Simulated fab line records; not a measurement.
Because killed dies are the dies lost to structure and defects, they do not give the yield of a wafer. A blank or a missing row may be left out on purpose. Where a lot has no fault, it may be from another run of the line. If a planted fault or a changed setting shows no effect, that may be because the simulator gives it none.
Split-lot trial | flow n5_finfet | route with 1938 steps; 7 lots, 39 wafers read

THE SPLIT
At N5_BEOL_M14_DEP_53 (deposits SiCN from 3MS/NH3, target thk 50 nm, time 17.8 s), the setting target_thk_a was moved away from the recipe's 500 angstrom on 12 of the 39 wafers read, by -40.7% to +34.2%. For the rest of the wafers, this setting stayed at what the recipe calls for.

The reading comes from the split's own step.

THE READING
SiCN_of_BEOL_M14_DEP_53.thk_nm (the simulator's own value, which no gauge read), in nm, at N5_BEOL_M14_DEP_53 (deposits SiCN from 3MS/NH3, target thk 50 nm, time 17.8 s). There is no usual value for it anywhere in the file. Across the 27 wafers here that went through the recipe, the average is 50.1 nm and the standard deviation 0.6 nm.

wafer  | tool, chamber at the split | target_thk_a as run, angstrom | against the recipe | SiCN_of_BEOL_M14_DEP_53.thk_nm, nm | against lot-mates on the recipe
L074.2 | pecvd-02, 2                | 500                           | recipe             | 50.2                               | -
L074.3 | pecvd-02, 0                | 500                           | recipe             | 50.8                               | -
L074.6 | pecvd-02, 2                | 500                           | recipe             | 50.6                               | -
L075.1 | pecvd-03, 2,0              | 500                           | recipe             | 50                                 | -
L075.4 | pecvd-03, 2,0              | 500                           | recipe             | 50                                 | -
L075.2 | pecvd-03, 0                | 500                           | recipe             | 49.2                               | -
L075.3 | pecvd-03, 2                | 500                           | recipe             | 51.4                               | -
L075.5 | pecvd-03, 2                | 500                           | recipe             | 51                                 | -
L075.6 | pecvd-03, 0                | 500                           | recipe             | 49.6                               | -
L078.1 | pecvd-03, 2                | 500                           | recipe             | 50.2                               | -
L078.2 | pecvd-03, 1                | 500                           | recipe             | 49.6                               | -
L078.3 | pecvd-03, 0                | 635.3                         | +27.1%             | 62.8                               | +12.7
L078.4 | pecvd-03, 0                | 500                           | recipe             | 50.4                               | -
L078.5 | pecvd-03, 1                | 635.3                         | +27.1%             | 64.2                               | +14.1
L078.6 | pecvd-03, 2                | 635.3                         | +27.1%             | 64.8                               | +14.7
L082.1 | pecvd-04, 2                | 500                           | recipe             | 49.4                               | -
L082.2 | pecvd-04, 1                | 500                           | recipe             | 49.6                               | -
L082.3 | pecvd-04, 0                | 296.3                         | -40.7%             | 29.6                               | -20.0
L082.4 | pecvd-04, 2                | 296.3                         | -40.7%             | 29.8                               | -19.8
L082.5 | pecvd-04, 1                | 500                           | recipe             | 49.8                               | -
L082.6 | pecvd-04, 0                | 296.3                         | -40.7%             | 30.2                               | -19.4
L081.1 | pecvd-03, 0                | 500                           | recipe             | 49.4                               | -
L081.2 | pecvd-03, 1                | 671                           | +34.2%             | 67                                 | +16.9
L081.3 | pecvd-03, 2                | 671                           | +34.2%             | 67.6                               | +17.5
L081.4 | pecvd-03, 2                | 500                           | recipe             | 50.8                               | -
L081.5 | pecvd-03, 1                | 500                           | recipe             | 50                                 | -
L081.6 | pecvd-03, 0                | 671                           | +34.2%             | 68                                 | +17.9
L088.1 | pecvd-03, 0                | 500                           | recipe             | 50.2                               | -
L088.2 | pecvd-03, 2                | 500                           | recipe             | 49.8                               | -
L088.3 | pecvd-03, 1                | 500                           | recipe             | 49.4                               | -
L088.4 | pecvd-03, 2                | 500                           | recipe             | 51                                 | -
L088.5 | pecvd-03, 0                | 500                           | recipe             | 50.8                               | -
L088.6 | pecvd-03, 1                | 500                           | recipe             | 50.4                               | -
L089.1 | pecvd-02, 2                | 500                           | recipe             | 49.6                               | -
L089.6 | pecvd-02, 2                | 500                           | recipe             | 49.6                               | -
L089.2 | pecvd-02, 1                | 415.2                         | -17.0%             | 41.6                               | -8.5
L089.3 | pecvd-02, 0                | 415.2                         | -17.0%             | 42                                 | -8.1
L089.4 | pecvd-02, 1                | 415.2                         | -17.0%             | 42.6                               | -7.5
L089.5 | pecvd-02, 0                | 500                           | recipe             | 51                                 | -
The file does not say which wafer passed through which chamber wherever a row lists several chambers: such a row stands for several wafers.

FIT RESULTS
A straight line over all 39 wafers: SiCN_of_BEOL_M14_DEP_53.thk_nm changes by +0.502 nm for each +1% of target_thk_a; r = +1.00; the points scatter about the line by 0.61 nm.
The same after taking each lot's own level away (the mean of its wafers on the recipe; 39 wafers): +0.497 nm for each +1%; r = +1.00; scatter 0.6 nm.
That fit puts the effect of the largest move of target_thk_a on the reading at 20 nm.
Measured against the standard deviation above, the lots' own levels, which go from 49.60 to 50.53 nm, span 1.6 times it.
The two slopes are in agreement: the lot-to-lot level therefore moves the slope only a little.
Check: -20.1 nm against its lot-mates is what the line predicts for one of the wafers moved furthest among these (-40.7%) when that wafer is left out of the fit. Against them it came out at -20 nm.

THESE WAFERS: OTHER SPLITS
These wafers also went through other splits before the reading. Each is held against what the fit with the lots' levels taken away leaves over:
other split on the same wafers     | wafers away from the commonest value | r with SiCN_of_BEOL_M14_DEP_53.thk_nm (lot level and that fit taken away)
N5_BEOL_M8_ILD_DEP_00 time_s       | 15                                   | -0.05
N5_BEOL_M9_HM_DEP_02 target_thk_a  | 15                                   | +0.37
N5_BEOL_M12_ETCH_59 target_depth_a | 18                                   | +0.01

FILE'S OWN FIT
SiCN_of_BEOL_M14_DEP_53.thk_nm changes by +0.497 nm for each +1% of target_thk_a, r = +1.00.
